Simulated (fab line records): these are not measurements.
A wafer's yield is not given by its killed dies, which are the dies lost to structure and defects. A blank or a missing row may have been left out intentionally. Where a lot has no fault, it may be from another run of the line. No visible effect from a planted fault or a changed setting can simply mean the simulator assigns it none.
fab line records -- flow nand-harc
record: lots: 14, wafers: 42, last-day: 24
route steps=1159 shown A_CONTACT@943
lots with no fault: from the same line, run without faults
start-h: hours from the record's first day to the start of the lot's first wafer shown -- wait-h: hours from the lot's prior step to this one -- " as in the row above -- L1.1+2: several wafers, shown together as one row -- - either no value or no given start -- * or withheld: withheld -- < > ~ a bound
route shown NAME@n: a module of which the file shows steps, and the number in the route of the first -- usual: mean and standard deviation over wafers with no fault -- same: alike in all rows -- chamber/n: place in a boat -- sites: readings site by site -- _std_site: standard deviation of those values -- _edge_site: the outer-site mean with the inner-site mean subtracted -- radius-mm: how far each site lies from the wafer's centre -- mask NAME#n: copy n -- behind: the most recent tool/chamber to have shaped the wafer -- hold: what put the lot on hold/how long, in hours/how the hold closed -- device: names the non-switching transistor (n, p or np) -- end of line: at the end of the route, the tests of the same wafers -- a step given without rows: its recipe and nothing more -- killed: count of dies lost to structure and defects at first sort (not the wafer's yield) -- map: per-die view of a wafer (x killed, . not killed, _ where there is no die)
set.NAME: setting as actually run; set.NAME@STEP: the setting as run at that earlier step -- model.NAME: the simulator's own value behind a step, which no gauge read
the route's steps for a sample of lots (tables are steps, rows are wafers)
services: when a tool's chamber went out of use (start-h, in hours from the record's first day, below 0 if earlier), for how many hours, and the reason
== steps ==
step: NHARC_A_CONTACT_ETCH_134
recipe: source-w: withheld, pressure-mtorr: 20, bias-v: withheld, time-s: 140, target-depth-a: 7000, ar-flow-sccm: withheld, c4f8-flow-sccm: withheld, o2-flow-sccm: withheld, chemistry: C4F8/O2/Ar
lot.wafer,tool,chamber,start-h,wait-h,rf-hours-counter-h
L549.1,har-cap-etch-01,1,390.42,-,59
L549.3,har-cap-etch-01,1,390.42,-,-
L549.6,har-cap-etch-01,0,390.42,-,-
L548.2,har-cap-etch-03,0,391.95,-,89
L548.3,har-cap-etch-03,1,391.95,-,-
L548.5,har-cap-etch-03,1,391.95,-,-
L551.3,har-cap-etch-01,1,396.65,-,-
L551.5,har-cap-etch-01,1,396.65,-,-
L551.6,har-cap-etch-01,0,396.65,-,-
L553.4,har-cap-etch-03,1,404.25,-,-
L553.6,har-cap-etch-03,1,404.25,-,-
L553.5,har-cap-etch-03,0,404.25,-,-
L550.2,har-cap-etch-02,0,407.20,-,18
L550.4,har-cap-etch-02,0,407.20,-,-
L550.3,har-cap-etch-02,1,407.20,-,-
L555.2,har-cap-etch-02,0,425.01,-,20
L555.5,har-cap-etch-02,1,425.01,-,-
L555.6,har-cap-etch-02,0,425.01,-,-
L556.1,har-cap-etch-01,1,439.44,-,67
L556.4,har-cap-etch-01,1,439.44,-,-
L556.5,har-cap-etch-01,1,439.44,-,-
L557.1,har-cap-etch-01,1,446.41,-,68
L557.3,har-cap-etch-01,0,446.41,-,-
L557.5,har-cap-etch-01,1,446.41,-,-
L561.1,har-cap-etch-03,1,457.19,-,100
L561.3,har-cap-etch-03,1,457.19,-,-
L561.5,har-cap-etch-03,1,457.19,-,-
L566.2,har-cap-etch-03,0,497.87,-,108
L566.1,har-cap-etch-03,1,497.87,-,108
L566.6,har-cap-etch-03,0,497.87,-,-
L567.3,har-cap-etch-02,0,498.76,-,-
L567.4,har-cap-etch-02,1,498.76,-,-
L567.6,har-cap-etch-02,0,498.76,-,-
L570.1,har-cap-etch-02,1,505.73,-,35
L570.2,har-cap-etch-02,0,505.73,-,35
L570.5,har-cap-etch-02,1,505.73,-,-
L569.4,har-cap-etch-01,0,508.05,-,-
L569.6,har-cap-etch-01,0,508.05,-,-
L569.5,har-cap-etch-01,1,508.05,-,-
L571.1,har-cap-etch-01,0,525.96,-,81
L571.2,har-cap-etch-01,1,525.96,-,81
L571.5,har-cap-etch-01,0,525.96,-,-
step: NHARC_A_CONTACT_ETCH_135
recipe: source-w: withheld, pressure-mtorr: 20, bias-v: 3000, time-s: 132, target-depth-a: 12870, ar-flow-sccm: withheld, c4f8-flow-sccm: withheld, o2-flow-sccm: withheld, chemistry: C4F8/O2/Ar
lot.wafer,tool,chamber,start-h,wait-h,rf-hours-counter-h
L549.1,har-cap-etch-01,1,390.62,0.2,59
L549.3,har-cap-etch-01,1,390.62,0.2,-
L549.6,har-cap-etch-01,0,390.62,0.2,-
L548.2,har-cap-etch-03,0,392.14,0.2,89
L548.3,har-cap-etch-03,1,392.14,0.2,-
L548.5,har-cap-etch-03,1,392.14,0.2,-
L551.3,har-cap-etch-01,1,396.83,0.1,-
L551.5,har-cap-etch-01,1,396.83,0.1,-
L551.6,har-cap-etch-01,0,396.83,0.1,-
L553.4,har-cap-etch-03,1,404.43,0.1,-
L553.6,har-cap-etch-03,1,404.43,0.1,-
L553.5,har-cap-etch-03,0,404.43,0.1,-
L550.2,har-cap-etch-02,0,407.39,0.2,18
L550.4,har-cap-etch-02,0,407.39,0.2,-
L550.3,har-cap-etch-02,1,407.39,0.2,-
L555.2,har-cap-etch-02,0,425.26,0.2,20
L555.5,har-cap-etch-02,1,425.26,0.2,-
L555.6,har-cap-etch-02,0,425.26,0.2,-
L556.1,har-cap-etch-01,1,439.63,0.2,67
L556.4,har-cap-etch-01,1,439.63,0.2,-
L556.5,har-cap-etch-01,1,439.63,0.2,-
L557.1,har-cap-etch-01,1,446.60,0.2,68
L557.3,har-cap-etch-01,0,446.60,0.2,-
L557.5,har-cap-etch-01,1,446.60,0.2,-
L561.1,har-cap-etch-03,1,457.37,0.2,100
L561.3,har-cap-etch-03,1,457.37,0.2,-
L561.5,har-cap-etch-03,1,457.37,0.2,-
L566.2,har-cap-etch-03,0,498.14,0.2,108
L566.1,har-cap-etch-03,1,498.14,0.2,108
L566.6,har-cap-etch-03,0,498.14,0.2,-
L567.3,har-cap-etch-02,0,498.93,0.1,-
L567.4,har-cap-etch-02,1,498.93,0.1,-
L567.6,har-cap-etch-02,0,498.93,0.1,-
L570.1,har-cap-etch-02,1,505.93,0.2,35
L570.2,har-cap-etch-02,0,505.93,0.2,35
L570.5,har-cap-etch-02,1,505.93,0.2,-
L569.4,har-cap-etch-01,0,508.23,0.1,-
L569.6,har-cap-etch-01,0,508.23,0.1,-
L569.5,har-cap-etch-01,1,508.23,0.1,-
L571.1,har-cap-etch-01,0,526.17,0.2,81
L571.2,har-cap-etch-01,1,526.17,0.2,81
L571.5,har-cap-etch-01,0,526.17,0.2,-
step: NHARC_A_CONTACT_ETCH_98
recipe: target-depth-a: 200, over-etch-frac: 0.5, time-s: 10, ion-energy-ev: 250, c4f6-flow-sccm: 25, o2-flow-sccm: 20, ar-flow-sccm: 500, rf-w: 600, bias-w: 500, chemistry: C4F6/O2
usual: drypump-motor-current-A: 6.0/0.51, oes-product-au: 0.962/0.023, rf-vpp-V: 545/3.5, showerhead-plenum-p-Torr: 3.85/0.16, throttle-valve-pct: 26.905/0.0091
lot.wafer,tool,chamber,start-h,wait-h,drypump-motor-current-A,oes-product-au,rf-hours-counter-h,rf-vpp-V,showerhead-plenum-p-Torr,throttle-valve-pct
L549.3,rie-diel-05,3,-,-,4.8,0.982,16,544,3.80,26.897
L549.1,rie-diel-05,2,-,-,6.3,0.967,16,553,4.18,26.895
L549.6,rie-diel-05,3,-,-,4.8,0.988,-,544,3.80,26.910
L548.2,rie-diel-05,1,-,-,6.0,0.967,15,542,3.77,26.916
L548.3,rie-diel-05,2,-,-,6.4,0.933,16,552,4.18,26.893
L548.5,rie-diel-05,0,-,-,5.9,0.934,-,542,3.68,26.901
L551.3,rie-diel-08,0,397.84,0.1,5.9,0.973,34,541,3.68,26.896
L551.6,rie-diel-08,2,397.84,0.1,6.0,0.971,-,553,4.21,26.906
L551.5,rie-diel-08,3,397.84,0.1,6.0,0.949,-,546,3.84,26.902
L553.4,rie-diel-12,2,-,-,5.4,0.949,2,548,3.93,26.884
L553.6,rie-diel-12,3,-,-,6.3,0.964,-,542,3.67,26.905
L553.5,rie-diel-12,0,-,-,6.6,0.960,-,546,3.88,26.912
L550.3,rie-diel-05,0,-,-,5.9,0.964,19,541,3.67,26.912
L550.2,rie-diel-05,1,-,-,6.0,0.984,20,544,3.76,26.916
L550.4,rie-diel-05,2,-,-,6.4,0.945,23,551,4.17,26.916
L555.2,rie-diel-12,0,-,-,6.6,0.939,7,545,3.87,26.912
L555.6,rie-diel-12,0,-,-,6.6,0.930,-,545,3.87,26.901
L555.5,rie-diel-12,1,-,-,6.0,0.943,-,545,3.85,26.898
L556.1,rie-diel-05,3,440.67,0.1,4.8,0.993,33,543,3.79,26.914
L556.4,rie-diel-05,3,440.67,0.1,4.8,0.992,-,544,3.79,26.906
L556.5,rie-diel-05,0,440.67,0.1,5.9,0.977,-,541,3.67,26.905
L557.3,rie-diel-12,2,447.76,0.1,5.5,0.953,9,546,3.93,26.908
L557.1,rie-diel-12,3,447.76,0.1,6.3,0.979,11,543,3.67,26.896
L557.5,rie-diel-12,0,447.76,0.1,6.6,0.971,-,545,3.87,26.894
L561.3,rie-diel-12,2,-,-,5.4,0.930,13,547,3.92,26.897
L561.1,rie-diel-12,3,-,-,6.3,0.969,14,542,3.66,26.919
L561.5,rie-diel-12,3,-,-,6.3,0.962,-,540,3.66,26.900
L566.1,rie-diel-05,3,-,-,4.8,0.923,54,543,3.77,26.921
L566.2,rie-diel-05,0,-,-,5.9,0.932,48,542,3.66,26.899
L566.6,rie-diel-05,0,-,-,5.9,0.934,-,541,3.66,26.896
L567.4,rie-diel-05,3,-,-,4.8,0.936,54,543,3.77,26.895
L567.3,rie-diel-05,0,-,-,5.8,0.925,48,542,3.66,26.911
L567.6,rie-diel-05,1,-,-,6.0,0.962,-,543,3.75,26.901
L570.1,rie-diel-12,1,-,-,5.9,0.960,20,544,3.84,26.904
L570.2,rie-diel-12,2,-,-,5.4,0.943,22,547,3.92,26.911
L570.5,rie-diel-12,0,-,-,6.7,0.941,-,546,3.86,26.918
L569.4,rie-diel-12,2,-,-,5.4,0.950,23,546,3.92,26.893
L569.6,rie-diel-12,0,-,-,6.6,0.952,-,546,3.86,26.904
L569.5,rie-diel-12,1,-,-,5.9,0.959,-,547,3.84,26.917
L571.2,rie-diel-05,3,-,-,4.8,0.999,0,544,3.77,26.881
L571.1,rie-diel-05,2,-,-,6.4,1.014,0,552,4.15,26.910
L571.5,rie-diel-05,3,-,-,4.8,0.997,-,545,3.77,26.895
step: NHARC_A_CONTACT_CVD_19
recipe: target-thk-a: 3000, temp-c: 300, pressure-torr: 40, wf6-flow-sccm: 40, h2-flow-sccm: 1600, ar-flow-sccm: 1560, time-s: 802, material: W
usual: chamber-pressure-Torr: 40.00/0.097, heater-power-outer-w: 258/17, heater-power-w: 456/29, throttle-valve-pct: 7.82/0.18
lot.wafer,tool,chamber,start-h,wait-h,chamber-pressure-Torr,heater-power-outer-w,heater-power-w,throttle-valve-pct
L549.1,cvd-w-01,0,395.65,-,40.03,263,449,7.55
L549.3,cvd-w-01,1,395.65,-,40.18,280,503,7.56
L549.6,cvd-w-01,1,395.65,-,39.99,288,500,7.53
L548.2,cvd-w-01,1,396.51,-,39.82,285,498,7.37
L548.3,cvd-w-01,0,396.51,-,39.90,267,440,7.90
L548.5,cvd-w-01,1,396.51,-,39.92,283,492,7.85
L551.3,cvd-w-02,0,399.35,-,39.96,251,465,7.62
L551.5,cvd-w-02,0,399.35,-,39.98,253,457,7.94
L551.6,cvd-w-02,1,399.35,-,40.09,233,428,7.98
L553.4,cvd-w-02,0,406.91,-,39.95,256,468,8.11
L553.6,cvd-w-02,0,406.91,-,40.06,252,465,7.97
L553.5,cvd-w-02,1,406.91,-,39.85,239,427,7.92
L550.2,cvd-w-02,0,410.39,-,39.92,249,463,7.65
L550.3,cvd-w-02,1,410.39,-,39.85,242,421,8.05
L550.4,cvd-w-02,0,410.39,-,40.08,250,445,7.73
L555.2,cvd-w-01,1,429.82,-,39.95,287,511,7.56
L555.6,cvd-w-01,0,429.82,-,39.98,270,478,7.84
L555.5,cvd-w-01,1,429.82,-,39.97,293,492,7.53
L556.1,cvd-w-01,1,442.17,-,39.79,279,499,7.58
L556.4,cvd-w-01,0,442.17,-,40.04,262,458,7.84
L556.5,cvd-w-01,0,442.17,-,39.88,267,452,7.91
L557.1,cvd-w-02,0,453.02,-,39.98,255,469,8.11
L557.3,cvd-w-02,1,453.02,-,40.09,240,423,8.11
L557.5,cvd-w-02,1,453.02,-,39.95,242,430,8.02
L561.1,cvd-w-01,0,460.02,-,39.91,267,452,7.94
L561.3,cvd-w-01,1,460.02,-,40.18,279,494,7.73
L561.5,cvd-w-01,0,460.02,-,39.93,263,456,7.88
L566.2,cvd-w-01,1,500.64,-,-,-,-,-
L566.1,cvd-w-01,0,500.64,-,-,-,-,-
L566.6,cvd-w-01,1,500.64,-,-,-,-,-
L567.3,cvd-w-01,1,501.62,-,-,-,-,-
L567.4,cvd-w-01,0,501.62,-,-,-,-,-
L567.6,cvd-w-01,0,501.62,-,-,-,-,-
L570.1,cvd-w-02,0,508.37,-,39.90,256,458,7.99
L570.2,cvd-w-02,1,508.37,-,39.97,238,429,8.06
L570.5,cvd-w-02,1,508.37,-,40.13,242,427,7.83
L569.4,cvd-w-02,1,511.12,-,39.86,237,423,7.58
L569.6,cvd-w-02,0,511.12,-,40.13,257,448,7.53
L569.5,cvd-w-02,1,511.12,-,39.96,234,417,8.02
L571.1,cvd-w-02,0,528.42,-,40.06,254,475,8.22
L571.2,cvd-w-02,1,528.42,-,39.85,244,428,7.89
L571.5,cvd-w-02,0,528.42,-,40.04,251,451,7.66
step: NHARC_A_CONTACT_CMP_20
recipe: t-overpolish-s: 30, target-thk-nm: 300
usual: motor-current-A: 12.5/1.3, overpolish-run-s: 30.001/0.0089, slurry-filter-dp-kPa: 13.50/0.13, time-to-endpoint-s: 59/4.3
lot.wafer,tool,chamber,start-h,wait-h,motor-current-A,overpolish-run-s,slurry-filter-dp-kPa,time-to-endpoint-s
L549.3,cmp-04,1,396.53,0.4,11.1,29.990,13.35,58
L549.1,cmp-04,0,396.53,0.4,13.6,30.003,13.37,68
L549.6,cmp-04,1,396.53,0.4,11.1,30.005,13.53,60
L548.3,cmp-02,0,397.28,0.5,13.3,29.994,13.54,52
L548.2,cmp-02,1,397.28,0.5,11.5,30.006,13.51,61
L548.5,cmp-02,1,397.28,0.5,11.6,29.988,13.64,62
L551.3,cmp-02,3,400.07,0.6,12.7,29.999,13.49,59
L551.5,cmp-02,0,400.07,0.6,13.7,30.005,13.60,55
L551.6,cmp-02,1,400.07,0.6,12.2,30.003,13.88,61
L553.4,cmp-03,0,407.62,0.6,10.3,30.004,13.49,63
L553.6,cmp-03,1,407.62,0.6,11.5,29.990,13.44,58
L553.5,cmp-03,2,407.62,0.6,12.6,30.010,13.34,56
L550.3,cmp-03,1,411.17,0.5,11.2,29.986,13.57,55
L550.2,cmp-03,2,411.17,0.5,13.4,30.000,13.46,53
L550.4,cmp-03,3,411.17,0.5,14.7,29.998,13.49,56
L555.2,cmp-02,1,430.64,0.7,11.6,29.997,13.39,63
L555.5,cmp-02,3,430.64,0.7,12.5,30.003,13.49,57
L555.6,cmp-02,0,430.64,0.7,14.6,29.994,13.43,51
L556.4,cmp-04,3,443.11,0.4,11.3,30.003,13.67,65
L556.1,cmp-04,0,443.11,0.4,13.2,29.994,13.55,63
L556.5,cmp-04,2,443.11,0.4,13.6,29.993,13.34,56
L557.3,cmp-02,2,453.94,0.4,11.7,30.000,13.57,53
L557.1,cmp-02,3,453.94,0.4,12.0,29.995,13.51,59
L557.5,cmp-02,2,453.94,0.4,11.2,30.017,13.47,60
L561.1,cmp-02,0,460.80,0.7,13.8,29.991,13.42,52
L561.3,cmp-02,1,460.80,0.7,11.5,29.998,13.43,61
L561.5,cmp-02,1,460.80,0.7,11.5,30.016,13.45,63
L566.2,cmp-04,3,501.52,0.8,11.4,30.003,13.40,2
L566.1,cmp-04,1,501.52,0.8,12.1,30.005,13.48,0
L566.6,cmp-04,3,501.52,0.8,11.1,30.000,13.50,3
L567.4,cmp-04,0,502.26,0.4,13.9,30.008,13.52,1
L567.3,cmp-04,1,502.26,0.4,11.5,30.001,13.30,0
L567.6,cmp-04,1,502.26,0.4,11.3,29.996,13.57,0
L570.1,cmp-02,1,509.24,0.7,11.8,29.991,13.34,61
L570.2,cmp-02,3,509.24,0.7,13.2,29.996,13.37,61
L570.5,cmp-02,2,509.24,0.7,11.7,30.006,13.50,58
L569.4,cmp-04,2,511.71,0.5,13.4,30.009,13.54,55
L569.5,cmp-04,3,511.71,0.5,11.7,30.004,13.54,62
L569.6,cmp-04,0,511.71,0.5,13.3,30.000,13.58,64
L571.2,cmp-03,3,529.33,0.7,15.0,29.993,13.62,59
L571.1,cmp-03,2,529.33,0.7,12.7,30.016,13.34,55
L571.5,cmp-03,0,529.33,0.7,10.6,29.986,13.54,61
== services ==
tool,chamber,start-h,hours,kind
rie-diel-12,3,367.26,4.9,repair
cmp-02,-,368.54,1.7,repair
cvd-w-02,-,377.78,13.0,pm
cmp-03,-,378.68,0.8,repair
rie-diel-12,-,379.64,9.0,pm
cmp-02,-,391.67,0.5,repair
cmp-04,-,399.00,4.0,pm
cmp-04,-,418.75,4.6,repair
cmp-02,-,424.15,4.0,pm
cmp-04,-,433.61,2.1,repair
rie-diel-05,1,439.54,9.8,repair
rie-diel-12,1,441.76,11.6,repair
cmp-03,-,450.00,4.0,pm
rie-diel-05,0,452.51,7.6,repair
rie-diel-05,-,452.60,2.0,repair
cmp-03,-,462.05,1.0,repair
cvd-w-01,-,477.91,13.0,pm
rie-diel-12,0,478.21,5.0,repair
cmp-04,-,489.67,1.7,repair
cmp-02,-,491.86,1.0,repair
cmp-04,-,497.00,4.0,pm
rie-diel-05,3,508.06,6.2,repair
rie-diel-05,-,517.75,9.0,pm
cmp-02,-,522.15,4.0,pm
== key ==
first-sign: step: NHARC_A_CONTACT_CVD_19, reading: tool-record, direction: missing
effect: step: NHARC_A_CONTACT_CMP_20, reading: time-to-endpoint-s, direction: down, sigmas: 13, usual: *, struck: *
met-at NHARC_A_CONTACT_CVD_19
struck-lots L566,L567
later-rows-left-out L566.1,L566.2,L566.6,L567.3,L567.4,L567.6
sort-left-out L566.1,L566.2,L566.6,L567.3,L567.4,L567.6
tester-left-out L566,L567
not-acting-at NHARC_A_CONTACT_ETCH_134,NHARC_A_CONTACT_ETCH_135,NHARC_A_CONTACT_ETCH_98
onset-between 460.02 500.64
fault: kind: skipped-step-whole, tool: cvd-w-01, chamber: -, onset-h: 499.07, steps: NHARC_A_CONTACT_CVD_19, scope: struck-lots-only
tester-left-out: of these lots the tester's yield and bins aren't shown, on N5 and GAA mostly nor the transistor test; their killed dies are dies lost to structure and defects alone, not to doping, threshold or leakage, so they don't give the yield
sort-left-out: the simulated sort isn't trusted on such a fault, so these wafers' sort isn't shown, and their yield isn't known
later-rows-left-out: the simulator's readings of these wafers behind a module that went badly wrong aren't trusted and aren't shown, but for the sort
